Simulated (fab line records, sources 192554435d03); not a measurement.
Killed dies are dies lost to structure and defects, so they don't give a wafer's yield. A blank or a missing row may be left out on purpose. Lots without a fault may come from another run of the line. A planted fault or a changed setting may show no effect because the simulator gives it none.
fab line records | flow n5_finfet
record lots=7 wafers=21
route steps=1938 shown BEOL_M9@1411 BEOL_M10@1488 BEOL_M11@1578 BEOL_M12@1649 BEOL_M14@1738
start_h: hours from the record's first day to the start of the lot's first wafer shown | wait_h: hours since the lot's step before | " the same as in the row above | L1.1+2: a row that stands for several wafers | - no value, or no start given | * or withheld: withheld | < > ~ a bound
route shown NAME@n: a module of which the file shows steps, and the number in the route of the first | usual: mean/standard deviation of fault-free wafers | same: alike in all rows | chamber/n: place in a boat | sites: the reading at each site | _std_site: their standard deviation | _edge_site: outer sites' mean less inner sites' | radius_mm: how far each site lies from the wafer's centre | mask NAME#n: copy n | behind: the tool/chamber that last shaped the wafer | hold: why the lot was held/for how many hours/how that ended | device: the transistor (n, p or np) that didn't switch | end of line: the same wafers' tests at the end of the route | a step without rows: its recipe alone | killed: dies lost to structure and defects at the first sort, not the wafer's yield | map: a wafer's dies, x killed, . not, _ none there
set.NAME: the setting as run; set.NAME@STEP: as run at that earlier step | model.NAME: the simulator's own value behind a step, which no gauge read
lots whose settings were changed on purpose; a table a step, a row a wafer
## steps
# step N5_BEOL_M9_EXPOSE_08
# recipe mask_id=M9 na=1.35 source_shape=dipole sigma_inner=0.411 sigma_outer=0.611 polarization=te dose_mj=53.75
# columns lot.wafer tool chamber start_h wait_h mask set.dose_mj
L076.1+3 arfi_scanner-03 0 224.46 - M9#0 57.66
L076.5 " 0 " " M9#0 53.75
L088.2 arfi_scanner-01 0 303.01 - M9#0 53.75
L088.3+4 " 0 " " M9#0 55.99
L089.2+4 arfi_scanner-01 0 308.04 - M9#0 56.25
L089.3 " 0 " " M9#0 53.75
L091.1+4+6 arfi_scanner-01 0 319.95 - M9#0 53.75
L092.1 arfi_scanner-01 0 330.81 - M9#0 53.75
L092.3+6 " 0 " " M9#0 55.67
L095.1+4+6 arfi_scanner-02 0 358.79 - M9#0 53.75
L096.1+4 arfi_scanner-02 0 362.69 - M9#0 53.75
L096.3 " 0 " " M9#0 50.15
# step N5_BEOL_M9_PEB_09
# recipe peb_temp_c=withheld peb_time_s=60 resist=CAR-ArF
# step N5_BEOL_M9_DEVELOP_10
# recipe develop_time_s=30 developer=TMAH resist=CAR-ArF rinse_liquid=diw dry=air_spin dev_temp_c=23
# step N5_BEOL_M9_CD_MEAS_11
# recipe target_cd_nm=64.1 landing_energy_ev=500 detector=se_inlens polarity=opening
# usual cd_nm=64.2/0.62
# columns lot.wafer tool chamber start_h wait_h set.dose_mj@BEOL_M9_EXPOSE_08 cd_nm
L076.1 cd_sem-02 0 224.59 - 57.66 68.4
L076.3 " 0 " " 57.66 68.8
L076.5 " 0 " " 53.75 64.3
L088.2 cd_sem-02 0 303.14 - 53.75 64.6
L088.3 " 0 " " 55.99 66.5
L088.4 " 0 " " 55.99 66.2
L089.2 cd_sem-01 0 308.16 - 56.25 66.6
L089.3 " 0 " " 53.75 63.4
L089.4 " 0 " " 56.25 65.8
L091.1 cd_sem-02 0 320.08 - 53.75 63.8
L091.4 " 0 " " 53.75 64.1
L091.6 " 0 " " 53.75 64.0
L092.1 cd_sem-02 0 330.93 - 53.75 63.7
L092.3 " 0 " " 55.67 66.5
L092.6 " 0 " " 55.67 66.3
L095.1 cd_sem-03 0 358.91 - 53.75 65.0
L095.4 " 0 " " 53.75 65.7
L095.6 " 0 " " 53.75 64.6
L096.1 cd_sem-02 0 362.81 - 53.75 63.2
L096.3 " 0 " " 50.15 60.1
L096.4 " 0 " " 53.75 63.5
# step N5_BEOL_M9_STRIP_68
# recipe chemistry=N2/H2 temp_c=40 n2_flow_sccm=200 h2_flow_sccm=200 rf_frequency_hz=6e+07
# step N5_BEOL_M9_STRIP_67
# recipe chemistry=CF4 resist=SiARC power_w=300 bias_power_w=75 pressure_mtorr=50 cf4_flow_sccm=150 rf_frequency_hz=6e+07
# step N5_BEOL_M9_HM_OPEN_17
# recipe chemistry=Cl2/BCl3 target_depth_a=200 overetch_a=60 target=TiN mask_material=SOC ion_energy_ev=150 pressure_mtorr=10 icp_w=1000 bias_w=126 Cl2_flow_sccm=53.25 bcl3_flow_sccm=21.75 Ar_flow_sccm=25
# columns lot.wafer tool chamber start_h wait_h set.dose_mj@BEOL_M9_EXPOSE_08 model.BEOL_M9.cd_offset_nm
L076.1+3 rie_metal-02 1 224.95 0.0 57.66 4.2
L076.5 " 1 " " 53.75 0.2
L088.2 rie_metal-03 1 303.49 0.0 53.75 0.8
L088.3 " 0 " " 55.99 2.2
L088.4 " 1 " " 55.99 2.4
L089.2 rie_metal-01 0 308.52 0.0 56.25 1.8
L089.3 " 1 " " 53.75 0
L089.4 " 0 " " 56.25 1.4
L091.1 rie_metal-01 0 320.44 0.0 53.75 -0.4
L091.4 " 0 " " 53.75 -0.2
L091.6 " 0 " " 53.75 0.2
L092.1 rie_metal-01 1 331.30 0.0 53.75 -0.2
L092.3 " 0 " " 55.67 2.4
L092.6 " 1 " " 55.67 2
L095.1 rie_metal-02 1 359.27 0.0 53.75 0.8
L095.4 " 0 " " 53.75 1
L095.6 " 1 " " 53.75 0.6
L096.1 rie_metal-01 0 363.42 0.0 53.75 -1
L096.3 " 1 " " 50.15 -3.8
L096.4 " 0 " " 53.75 -1.2
# step N5_BEOL_M9_STRIP_19
# recipe chemistry=O2 power_w=400 temp_c=40 pressure_mtorr=30 rf_frequency_hz=6e+07 bias_power_w=0 overash_fraction=0.2 o2_flow_sccm=225
# step N5_BEOL_M9_CD_MEAS_18
# recipe pitch_nm=140 target_cd_nm=70
# usual cd_nm=70.1/0.7
# columns lot.wafer tool chamber start_h wait_h set.dose_mj@BEOL_M9_EXPOSE_08 cd_nm
L076.1 cd_sem-01 - 225.13 0.0 57.66 73.9
L076.3 " - " " 57.66 74.5
L076.5 " - " " 53.75 70.5
L088.2 cd_sem-02 - 303.68 0.1 53.75 70.8
L088.3 " - " " 55.99 72.0
L088.4 " - " " 55.99 72.6
L089.2 cd_sem-01 - 308.70 0.1 56.25 71.8
L089.3 " - " " 53.75 70.3
L089.4 " - " " 56.25 71.5
L091.1 cd_sem-03 - 320.82 0.0 53.75 69.5
L091.4 " - " " 53.75 69.7
L091.6 " - " " 53.75 70.1
L092.1 cd_sem-02 - 331.48 0.0 53.75 69.4
L092.3 " - " " 55.67 72.1
L092.6 " - " " 55.67 71.8
L095.1 cd_sem-03 - 359.46 0.0 53.75 70.5
L095.4 " - " " 53.75 71.3
L095.6 " - " " 53.75 70.6
L096.1 cd_sem-03 - 363.60 0.0 53.75 69.2
L096.3 " - " " 50.15 66.5
L096.4 " - " " 53.75 68.8
# step N5_BEOL_M9_COAT_63
# recipe resist=SOC temp_c=250 time_s=60 spin_rpm=1500 resist_thk_nm=60
# step N5_BEOL_M9_COAT_64
# recipe resist=SiARC temp_c=220 time_s=60 spin_rpm=1500 resist_thk_nm=12
# step N5_BEOL_M9_STRIP_80
# recipe chemistry=N2/H2 time_s=10 power_w=450 temp_c=40 pressure_mtorr=20 rf_frequency_hz=6e+07 bias_power_w=7 n2_flow_sccm=200 h2_flow_sccm=200
# step N5_BEOL_M9_HM_STRIP_39
# recipe chemistry=peroxide_tin_strip material=TiN target_depth_a=250 temp_c=50 time_s=158
# columns lot.wafer tool chamber start_h wait_h set.temp_c@BEOL_M9_PECVD_70 model.SiO2_of_BEOL_M9_PECVD_70.thk_nm
L076.1+3 wet_bench-03 4,3 226.34 0.0 400 19.6
L076.5 " 1 " " 391.7 20.8
L088.2 wet_bench-05 0 306.48 0.0 385.5 21.4
L088.3 " 6 " " 400 19.6
L088.4 " 1 " " 385.5 21.8
L089.2+3 wet_bench-01 6,3 310.04 0.0 400 19.6
L089.4 " 5 " " 388 21.4
L091.1 wet_bench-03 4 323.66 0.0 400 19.6
L091.4+6 " 3,5 " " 400 19.8
L092.1 wet_bench-03 4 333.43 0.0 413.1 17.6
L092.3 " 7 " " 400 20
L092.6 " 2 " " 400 19.8
L095.1 wet_bench-05 4 362.15 0.0 400 19.8
L095.4 " 1 " " 400 20.4
L095.6 " 0 " " 410.8 18.6
L096.1 wet_bench-05 2 365.38 0.0 383.8 21.6
L096.3 " 5 " " 383.8 22
L096.4 " 7 " " 400 19.8
# step N5_BEOL_M9_SRD_40
# recipe time_s=30 temp_c=23 rinse_liquid=diw dry=ipa_marangoni
# step N5_BEOL_M9_PRECLEAN_42
# recipe chemistry=residue_remover time_s=60 temp_c=40
# step N5_BEOL_M9_SRD_43
# recipe time_s=30 temp_c=23 rinse_liquid=diw dry=ipa_marangoni
# step N5_BEOL_M9_CD_MEAS_35
# recipe target_cd_nm=70 target_cd_y_nm=40 polarity=opening
# usual cd_nm=70.2/0.69
# columns lot.wafer tool chamber start_h wait_h set.dose_mj@BEOL_M9_EXPOSE_08 cd_nm
L076.1 cd_sem-02 - 226.46 0.0 57.66 74.3
L076.3 " - " " 57.66 74.2
L076.5 " - " " 53.75 70.2
L088.2 cd_sem-02 - 306.60 0.0 53.75 70.7
L088.3 " - " " 55.99 72.2
L088.4 " - " " 55.99 72.9
L089.2 cd_sem-03 - 310.17 0.0 56.25 72.1
L089.3 " - " " 53.75 70.2
L089.4 " - " " 56.25 71.7
L091.1 cd_sem-02 - 323.78 0.0 53.75 70.1
L091.4 " - " " 53.75 69.9
L091.6 " - " " 53.75 70.2
L092.1 cd_sem-03 - 333.55 0.0 53.75 69.8
L092.3 " - " " 55.67 71.9
L092.6 " - " " 55.67 71.7
L095.1 cd_sem-02 - 362.27 0.0 53.75 70.2
L095.4 " - " " 53.75 70.7
L095.6 " - " " 53.75 70.5
L096.1 cd_sem-03 - 365.50 0.0 53.75 68.9
L096.3 " - " " 50.15 66.7
L096.4 " - " " 53.75 69.1
# step N5_BEOL_M10_ETCH_62
# recipe chemistry=N2/H2 target=SOC target_depth_a=1100 overetch_a=220 mask_material=SiARC temp_c=40 time_s=165 ion_energy_ev=200 pressure_mtorr=30 source_w=840 bias_w=150 n2_flow_sccm=200 h2_flow_sccm=200
# columns lot.wafer tool chamber start_h wait_h set.time_s model.SiARC_of_BEOL_M10_COAT_60.thk_nm
L076.1 rie_diel-02 0 233.81 0.0 130.3 25
L076.3 " 2 " " 165 23.4
L076.5 " 2 " " 130.3 24.6
L088.2 rie_diel-01 0 311.09 0.0 165 23.6
L088.3 " 1 " " 165 23.4
L088.4 " 2 " " 165 23.8
L089.2 rie_diel-06 1 315.99 0.0 133.2 24.4
L089.3 " 0 " " 133.2 25
L089.4 " 2 " " 165 23.6
L091.1 rie_diel-06 1 329.04 0.0 165 23.4
L091.4 " 2 " " 165 23.6
L091.6 " 3 " " 165 23.8
L092.1+3 rie_diel-02 1,0 339.86 0.0 165 23.8
L092.6 " 3 " " 165 23.6
L095.1 rie_diel-02 1 367.63 0.0 189.1 22.8
L095.4 " 2 " " 189.1 22
L095.6 " 1 " " 165 23.6
L096.1 rie_diel-06 0 371.19 0.0 165 23.6
L096.3+4 " 1 " " 138.7 24.2
# step N5_BEOL_M11_TRENCH_ETCH_37
# recipe chemistry=C4F6/O2 target_depth_a=1488.3 target=SiCOH_lowk time_s=48 ion_energy_ev=250 pressure_mtorr=30 source_w=345 bias_w=185 Ar_flow_sccm=300 C4F6_flow_sccm=10 O2_flow_sccm=10
# columns lot.wafer tool chamber start_h wait_h set.time_s model.BEOL_M11.feature_depth_nm model.etch.depth_nm model.TiN_of_BEOL_M11_HM_DEP_02.thk_nm
L076.1 rie_diel-04 0 - - 48 147.6 147.6 15.6
L076.3 " 1 " " 45.08 136 135.9 16.2
L076.5 " 2 " " 48 147.2 147.2 16
L088.2 rie_diel-05 2 - - 48 149.4 149.4 16.2
L088.3 " 0 " " 51.61 158.8 158.8 16
L088.4 " 3 " " 51.61 159.8 159.7 15.8
L089.2 rie_diel-05 1 - - 48 148.2 148.2 16.2
L089.3 " 0 " " 48 147.6 147.6 16.2
L089.4 " 3 " " 48 146 146.1 16
L091.1 rie_diel-03 1 - - 48 145.6 145.6 15.8
L091.4 " 2 " " 48 155 154.9 15.6
L091.6 " 3 " " 48 150.4 150.4 15.8
L092.1 rie_diel-04 2 - - 51.7 158.2 158.1 15.8
L092.3 " 1 " " 51.7 155.6 155.6 15.8
L092.6 " 0 " " 51.7 157.2 157.1 15.6
L095.1 rie_diel-04 3 - - 48 145.6 145.5 15.6
L095.4 " 3 " " 48 146.6 146.5 15.6
L095.6 " 1 " " 48 143.6 143.6 15.6
L096.1 rie_diel-03 0 - - 48 147.8 147.8 15.6
L096.3 " 3 " " 40.92 128 127.9 16.4
L096.4 " 2 " " 48 155.2 155.3 15.2
# step N5_BEOL_M11_ETCH_41
# recipe chemistry=CH3F/O2 target=SiCN target_depth_a=426 taper_deg=2 time_s=86 ion_energy_ev=120 mask_material=TiN pressure_mtorr=30 source_w=395 bias_w=75 Ar_flow_sccm=150 CH3F_flow_sccm=30 O2_flow_sccm=20
# step N5_BEOL_M11_STRIP_77
# recipe chemistry=N2/H2 time_s=10 power_w=450 temp_c=40 pressure_mtorr=20 rf_frequency_hz=6e+07 bias_power_w=7 n2_flow_sccm=200 h2_flow_sccm=200
# step N5_BEOL_M11_OCD_MEAS_38
# usual trench_depth_nm=148.3/2.7
# columns lot.wafer tool chamber start_h wait_h set.time_s@BEOL_M11_TRENCH_ETCH_37 trench_depth_nm
L076.1 ocd-02 - 247.55 - 48 147.4
L076.3 " - " " 45.08 135.8
L076.5 " - " " 48 147.4
L088.2 ocd-02 - 323.87 - 48 149.1
L088.3 " - " " 51.61 158.5
L088.4 " - " " 51.61 159.6
L089.2 ocd-01 - 327.39 - 48 148.5
L089.3 " - " " 48 147.5
L089.4 " - " " 48 145.9
L091.1 ocd-01 - 341.87 - 48 145.1
L091.4 " - " " 48 155.2
L091.6 " - " " 48 150.1
L092.1 ocd-01 - 349.68 - 51.7 158.0
L092.3 " - " " 51.7 155.8
L092.6 " - " " 51.7 157.1
L095.1 ocd-01 - 377.23 - 48 145.7
L095.4 " - " " 48 146.4
L095.6 " - " " 48 143.7
L096.1 ocd-01 - 385.69 - 48 148.1
L096.3 " - " " 40.92 127.4
L096.4 " - " " 48 155.5
# step N5_BEOL_M11_ALD_74
# recipe material=TaN target_thk_a=20 temp_c=275 ald_precursor_family=PDMAT ald_co_reactant=NH3 pressure_torr=3 carrier_flow_sccm=1500 pulse_time_s=2 purge_time_s=3 co_reactant_purge_time_s=2 co_reactant_pulse_time_s=3 ald_cycles=40 precursor_vessel_temp_c=75 precursor_vessel_pressure_torr=26.25 precursor_vessel_carrier_sccm=1000
# columns lot.wafer tool chamber start_h wait_h set.ald_cycles
L076.1+3+5 ald_metal-03 2,3,2 248.27 0.1 40
L088.2 ald_metal-04 1 324.75 0.1 35
L088.3+4 " 2,3 " " 40
L089.2+3+4 ald_metal-04 3,0,1 328.36 0.0 40
L091.1+4+6 ald_metal-04 3,2,3 342.85 0.0 40
L092.1+6 ald_metal-02 3,1 350.59 0.2 44
L092.3 " 1 " " 40
L095.1+6 ald_metal-02 0,2 382.02 0.0 37
L095.4 " 1 " " 40
L096.1+3 ald_metal-03 3,1 387.75 0.0 43
L096.4 " 0 " " 40
# step N5_BEOL_M11_SURFACE_TREAT_76
# recipe gas=Ar time_s=* ion_energy_ev=* ion_current_ma_cm2=0.5 pressure_mtorr=* ar_flow_sccm=30
# step N5_BEOL_M11_CVD_75
# recipe material=Co target_thk_a=20 temp_c=withheld precursor=CCTBA/H2 pressure_torr=30 time_s=138.9
# step N5_BEOL_M11_ECD_50
# recipe material=Cu target_thk_a=3180
# step N5_BEOL_M11_ANNEAL_51
# recipe temp_c=225 time_s=90 ambient=N2
# step N5_BEOL_M11_CMP_52
# recipe stop_on=SiCOH_lowk t_overpolish_s=7 down_force_psi=1 platen_rpm=50 clearing_platen_down_force_psi=1.5 clearing_platen_rpm=50 post_cmp_clean=cu_alkaline target_thk_nm=140 clearing_platen_pad_velocity_m_s=0.99484 pad_velocity_m_s=0.99484
# columns lot.wafer tool chamber start_h wait_h set.time_s@BEOL_M11_TRENCH_ETCH_37 model.Cu_of_BEOL_M11_ECD_50.thk_nm
L076.3 cmp-03 3 251.04 0.2 45.08 126.6
L076.1 " 2 " " 48 138
L076.5 " 0 " " 48 138.8
L088.3 cmp-01 3 326.13 0.2 51.61 150.4
L088.2 " 1 " " 48 142.2
L088.4 " 2 " " 51.61 149
L089.2 cmp-04 2 329.57 0.2 48 139.2
L089.4 " 0 " " 48 136.6
L089.3 " 1 " " 48 139.4
L091.1 cmp-04 0 344.22 0.3 48 136.2
L091.4 " 1 " " 48 146.8
L091.6 " 1 " " 48 143.6
L092.3 cmp-01 2 352.40 0.2 51.7 144.4
L092.1 " 3 " " 51.7 148.4
L092.6 " 3 " " 51.7 148
L095.1 cmp-03 1 383.11 0.3 48 136.4
L095.4 " 3 " " 48 137.6
L095.6 " 2 " " 48 133.6
L096.4 cmp-01 0 389.19 0.1 48 147
L096.1 " 1 " " 48 140.6
L096.3 " 2 " " 40.92 118.4
# step N5_BEOL_M11_THK_MEAS_53
# recipe thk_meas_gauge=xrf reads=Cu_of_BEOL_M11_ECD_50
# usual M11_THK=141/3.2
# columns lot.wafer tool chamber start_h wait_h set.time_s@BEOL_M11_TRENCH_ETCH_37 M11_THK[nm]
L076.1 film_metro-01 - 251.33 - 48 139
L076.3 " - " " 45.08 128
L076.5 " - " " 48 140
L088.2 film_metro-02 - 326.43 - 48 143
L088.3 " - " " 51.61 151
L088.4 " - " " 51.61 150
L089.2 film_metro-02 - 329.87 - 48 142
L089.3 " - " " 48 143
L089.4 " - " " 48 141
L091.1 film_metro-02 - 344.51 - 48 138
L091.4 " - " " 48 148
L091.6 " - " " 48 145
L092.1 film_metro-01 - 352.69 - 51.7 149
L092.3 " - " " 51.7 144
L092.6 " - " " 51.7 149
L095.1 film_metro-02 - 383.41 - 48 138
L095.4 " - " " 48 139
L095.6 " - " " 48 134
L096.1 film_metro-01 - 389.49 - 48 141
L096.3 " - " " 40.92 119
L096.4 " - " " 48 148
# step N5_BEOL_M11_PRE_CLEAN_55
# recipe gas=NH3 time_s=15 temp_c=withheld rf_power_w=300
# step N5_BEOL_M11_DEP_56
# recipe material=SiCN target_thk_a=300 temp_c=withheld precursor=3MS/NH3 pressure_torr=3 rf_w=675 time_s=10.5
# step N5_BEOL_M11_RS_MEAS_57
# recipe thk_meas_gauge=four-point-probe reads=Cu_of_BEOL_M11_ECD_50+Co_of_BEOL_M11_CVD_75+TaN_of_BEOL_M11_ALD_74
# usual M11_RS=0.152/0.0036
# columns lot.wafer tool chamber start_h wait_h set.time_s@BEOL_M11_TRENCH_ETCH_37 M11_RS[ohm/sq]
L076.1 film_metro-01 - 251.46 0.0 48 0.154
L076.3 " - " " 45.08 0.169
L076.5 " - " " 48 0.152
L088.2 film_metro-02 - 326.55 0.0 48 0.148
L088.3 " - " " 51.61 0.140
L088.4 " - " " 51.61 0.141
L089.2 film_metro-02 - 330.02 0.1 48 0.152
L089.3 " - " " 48 0.151
L089.4 " - " " 48 0.155
L091.1 film_metro-02 - 344.63 0.0 48 0.155
L091.4 " - " " 48 0.143
L091.6 " - " " 48 0.146
L092.1 film_metro-01 - 352.82 0.0 51.7 0.141
L092.3 " - " " 51.7 0.146
L092.6 " - " " 51.7 0.142
L095.1 film_metro-01 - 383.53 0.0 48 0.155
L095.4 " - " " 48 0.154
L095.6 " - " " 48 0.159
L096.1 film_metro-01 - 389.61 0.0 48 0.150
L096.3 " - " " 40.92 0.182
L096.4 " - " " 48 0.143
# step N5_BEOL_M12_SPUTTER_44
# recipe material=Ta target_thk_a=100 temp_c=50 bias_v=80 power_w=15000 chamber_pressure_pa=0.07 time_s=16.13
# columns lot.wafer tool chamber start_h wait_h set.power_w model.Ta_of_BEOL_M12_SPUTTER_44.thk_nm
L076.1 pvd_sputter-03 - 254.79 0.0 12480 8.4
L076.3 " - " " 12480 8.2
L076.5 " - " " 15000 10
L088.2 pvd_sputter-02 - 334.14 0.0 15000 10.2
L088.3 " - " " 15000 9.8
L088.4 " - " " 15000 10
L089.2+3 pvd_sputter-01 - 335.67 0.0 12850 8.4
L089.4 " - " " 15000 9.8
L091.1+4 pvd_sputter-02 - 347.93 0.0 15000 10.2
L091.6 " - " " 15000 9.8
L092.1+6 pvd_sputter-01 - 359.03 0.0 15000 10.2
L092.3 " - " " 12520 8.4
L095.1+4+6 pvd_sputter-03 - 386.41 0.0 15000 10
L096.1+3 pvd_sputter-02 - 392.38 0.0 15840 10.6
L096.4 " - " " 15000 9.8
# step N5_BEOL_M14_COAT_66
# recipe resist=SiARC temp_c=220 time_s=60 spin_rpm=1500 resist_thk_nm=110
# columns lot.wafer tool chamber start_h wait_h set.spin_rpm model.SiARC_of_BEOL_M14_COAT_66.thk_nm
L076.1+5 litho_track-04 0 - - 1443 112
L076.3 " 0 " " 1500 109.6
L089.2+4 litho_track-04 0 - - 1615 106
L089.3 " 0 " " 1615 106.2
L088.2 litho_track-04 0 - - 1644 104.6
L088.3 " 0 " " 1500 109.8
L088.4 " 0 " " 1644 104.8
L091.1+4 litho_track-03 0 - - 1500 109.8
L091.6 " 0 " " 1500 110.2
L092.1+6 litho_track-03 0 - - 1500 109.8
L092.3 " 0 " " 1500 110
L095.1 litho_track-04 0 - - 1334 116.8
L095.4 " 0 " " 1500 110
L095.6 " 0 " " 1334 117
L096.1 litho_track-03 0 - - 1500 109.8
L096.3+4 " 0 " " 1349 116.2
## key
split step=N5_BEOL_M9_EXPOSE_08 setting=dose_mj stated=53.75 by=wafer
response step=N5_BEOL_M9_CD_MEAS_11 reading=cd_nm change=+0.554 per=1% r=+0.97
response step=N5_BEOL_M9_HM_OPEN_17 reading=model.BEOL_M9.cd_offset_nm change=+0.464 per=1% r=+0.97
response step=N5_BEOL_M9_CD_MEAS_18 reading=cd_nm change=+0.437 per=1% r=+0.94
response step=N5_BEOL_M9_CD_MEAS_35 reading=cd_nm change=+0.453 per=1% r=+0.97
split step=N5_BEOL_M10_ETCH_62 setting=time_s stated=165 by=wafer
response step=N5_BEOL_M10_ETCH_62 reading=model.SiARC_of_BEOL_M10_COAT_60.thk_nm change=-0.0607 per=1% r=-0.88
split step=N5_BEOL_M11_TRENCH_ETCH_37 setting=time_s stated=48 by=wafer
response step=N5_BEOL_M11_TRENCH_ETCH_37 reading=model.BEOL_M11.feature_depth_nm change=+1.58 per=1% r=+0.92
response step=N5_BEOL_M11_TRENCH_ETCH_37 reading=model.etch.depth_nm change=+1.58 per=1% r=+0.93
response step=N5_BEOL_M11_TRENCH_ETCH_37 reading=model.TiN_of_BEOL_M11_HM_DEP_02.thk_nm change=-0.0625 per=1% r=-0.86
response step=N5_BEOL_M11_OCD_MEAS_38 reading=trench_depth_nm change=+1.62 per=1% r=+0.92
response step=N5_BEOL_M11_CMP_52 reading=model.Cu_of_BEOL_M11_ECD_50.thk_nm change=+1.62 per=1% r=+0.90
response step=N5_BEOL_M11_THK_MEAS_53 reading=M11_THK change=+1.65 per=1% r=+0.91
response step=N5_BEOL_M11_RS_MEAS_57 reading=M11_RS change=-0.00215 per=1% r=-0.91
split step=N5_BEOL_M11_ALD_74 setting=ald_cycles stated=40 by=wafer
response none clear
split step=N5_BEOL_M12_SPUTTER_44 setting=power_w stated=15000 by=wafer
response step=N5_BEOL_M12_SPUTTER_44 reading=model.Ta_of_BEOL_M12_SPUTTER_44.thk_nm change=+0.105 per=1% r=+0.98
split step=N5_BEOL_M14_COAT_66 setting=spin_rpm stated=1500 by=wafer
response step=N5_BEOL_M14_COAT_66 reading=model.SiARC_of_BEOL_M14_COAT_66.thk_nm change=-0.602 per=1% r=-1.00
split outside_this_file step=N5_BEOL_M9_PECVD_70 setting=temp_c
# split outside_this_file: this setting was split too, and the file shows its column; the key of that split is in another file
